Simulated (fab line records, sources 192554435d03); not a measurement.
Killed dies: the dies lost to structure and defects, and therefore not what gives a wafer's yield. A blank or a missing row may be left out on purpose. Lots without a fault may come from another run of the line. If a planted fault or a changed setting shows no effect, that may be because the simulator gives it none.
A lot that was struck, set against a sound lot -- flow n5_finfet -- 39 steps out of a route of 1938
Sound: wafers L152.2, L152.4, L152.6. Struck: wafer L168.1 (left out: L168.4, a lot-mate that was not struck); the cause follows at the end.
At each step with rows: each side's tool, then ch and its chambers, then its first start. Under that, the readings that differ: sound wafers -- struck wafers -- difference of the means -- sigmas: that difference in standard deviations of wafers without a fault.
alike: same words and numbers on both sides, and readings whose means sit less than 2 such deviations apart. not compared: any withheld reading, any reading some wafer has no value for, any bound like >300 that may hide the same value, and any number with overlapping values for which the record gives no deviation.
The two part at a step that has a row with sigmas, a row that says differs or no value, or rows on one side only. When numbers do not overlap yet have no deviation, they are printed without sigmas and do not part them. A reading that every wafer of one side lacks parts them only if that side has two wafers or more.

first, 9 steps without rows for these wafers: N5_BEOL_M4_ANNEAL_95 (time 240 s); N5_BEOL_M4_SPUTTER_96 (material Cu, target thk 4.5 nm, time 8.29 s); N5_BEOL_M4_ECD_50 (material Cu, target thk 300 nm); N5_BEOL_M4_ANNEAL_51 (time 90 s); N5_BEOL_M4_CMP_52 (polishes, stops on SiOC, t overpolish 6.8 s, target thk 40 nm); N5_BEOL_M4_PRE_CLEAN_60 (time 15 s); N5_BEOL_M4_CO_CAP_55 (material Co, precursor CCTBA/H2, target thk 2 nm, time 102.1 s); N5_BEOL_M4_PRE_CLEAN_56 (time 15 s); N5_BEOL_M4_DEP_57 (deposits SiCN from 3MS/NH3, target thk 8 nm, time 14 s).
N5_BEOL_M4_RC_MEAS_101:
  sound on prober-01 ch 0, day 8 17:44; struck on prober-01 ch 0, day 12 08:23
  alike: DIBL_N, DIBL_P, IOFF_N, IOFF_P, ION_N, ION_P, SS_N, SS_P, VT_N, VT_P
then, 24 steps without rows for these wafers: N5_BEOL_M5_ILD_DEP_00 (deposits SiCOH lowk from DEMS/porogen, target thk 140.64 nm, time 25.9 s); N5_BEOL_M5_CURE_79 (cures SiCOH lowk, time 240 s); N5_BEOL_M5_PECVD_70 (deposits SiO2 from TEOS/O2, target thk 16 nm, time 18 s); N5_BEOL_M5_HM_DEP_02 (deposits TiN, target thk 20 nm); N5_BEOL_M5_COAT_59 (time 60 s, resist thk 60 nm); N5_BEOL_M5_COAT_60 (time 60 s, resist thk 12 nm); N5_BEOL_M5_COAT_71 (time 60 s, resist thk 5 nm); N5_BEOL_M5_COAT_05 (resist thk 30 nm); N5_BEOL_M5_EBR_07; N5_BEOL_M5_SOFTBAKE_06 (time 60 s); N5_BEOL_M5_EXPOSE_08 (exposes mask M5, target cd 28 nm); N5_BEOL_M5_PEB_09 (peb time 60 s); N5_BEOL_M5_DEVELOP_10 (develop time 30 s); N5_BEOL_M5_DESCUM_16 (chemistry O2, time 7 s); N5_BEOL_M5_ETCH_72 (etches underlayer in N2/H2, target depth 6.5 nm, time 5.2 s); N5_BEOL_M5_ETCH_61 (etches SiARC in CF4, target depth 15.6 nm, time 26 s); N5_BEOL_M5_ETCH_62 (etches SOC in N2/H2, target depth 75 nm, overetch 15 nm, time 112.5 s); N5_BEOL_M5_STRIP_63 (strips in N2/H2); N5_BEOL_M5_STRIP_73 (strips in N2/H2); N5_BEOL_M5_STRIP_64 (strips in CF4); N5_BEOL_M5_HM_OPEN_17 (chemistry Cl2/BCl3, target TiN, target depth 20 nm, overetch 6 nm); N5_BEOL_M5_STRIP_19 (strips in O2); N5_BEOL_M5_COAT_65 (time 60 s, resist thk 60 nm); N5_BEOL_M5_COAT_66 (time 60 s, resist thk 12 nm).
N5_BEOL_M8_HM_DEP_02: deposits TiN, target thk 20 nm.
  sound: pvd_sputter-01 at day 10 07:12; struck: pvd_sputter-01 at day 13 20:09
reading,sound,struck,difference,sigmas
model.TiN_of_BEOL_M8_HM_DEP_02.thk_nm (nm),19.8 20.6 20.2,28,+8,
  alike: throttle_valve_pct
N5_BEOL_M8_HM_OPEN_17: chemistry Cl2/BCl3, target TiN, target depth 20 nm, overetch 6 nm.
  sound on rie_metal-02 ch 0,1, day 10 09:09; struck on rie_metal-01 ch 1, day 13 21:08
reading,sound,struck,difference,sigmas
drypump_motor_current_A (A),6.01 5.89 5.87,5.25,-0.67,-3
model.etch.depth_nm (nm),19.89 20.56 20.23,25.94,+5.71,
  alike: chamber_pressure_mTorr, oes_product_au, throttle_valve_pct
  not compared: rf_hours_counter_h
N5_BEOL_M8_TRENCH_ETCH_37: etches SiCOH lowk in C4F6/O2, target depth 93.478 nm, time 31.2 s.
  sound on rie_diel-05 ch 1,3; struck on rie_diel-06 ch 1
reading,sound,struck,difference,sigmas
model.TiN_of_BEOL_M8_HM_DEP_02.thk_nm (nm),17.2 18 17.6,25.4,+7.8,
  alike: chamber_pressure_mTorr, drypump_motor_current_A, oes_product_au, rf_vpp_V, showerhead_plenum_p_Torr, throttle_valve_pct
  not compared: rf_hours_counter_h
N5_BEOL_M8_OCD_MEAS_38:
  sound: ocd-02 at day 10 11:17; struck: ocd-01 at day 14 01:34
reading,sound,struck,difference,sigmas
trench_depth_nm (nm),92.2 87.3 92.2,61.4,-29.2,-13
-- a jump in the record: the struck wafers' starts before and after are 2 days apart (it breaks off in module BEOL_M8 and resumes in module PASSIVATION, where the first step shown is number 1936 of the route) --
N5_PASSIVATION_PROBE_49:
  only the struck wafers here have rows in the record (prober-02, day 16 12:19); the sound ones have none

## WHERE THEY PART
First at N5_BEOL_M8_HM_OPEN_17; last, within this record, at N5_PASSIVATION_PROBE_49.

WHY: the cause the simulator had injected
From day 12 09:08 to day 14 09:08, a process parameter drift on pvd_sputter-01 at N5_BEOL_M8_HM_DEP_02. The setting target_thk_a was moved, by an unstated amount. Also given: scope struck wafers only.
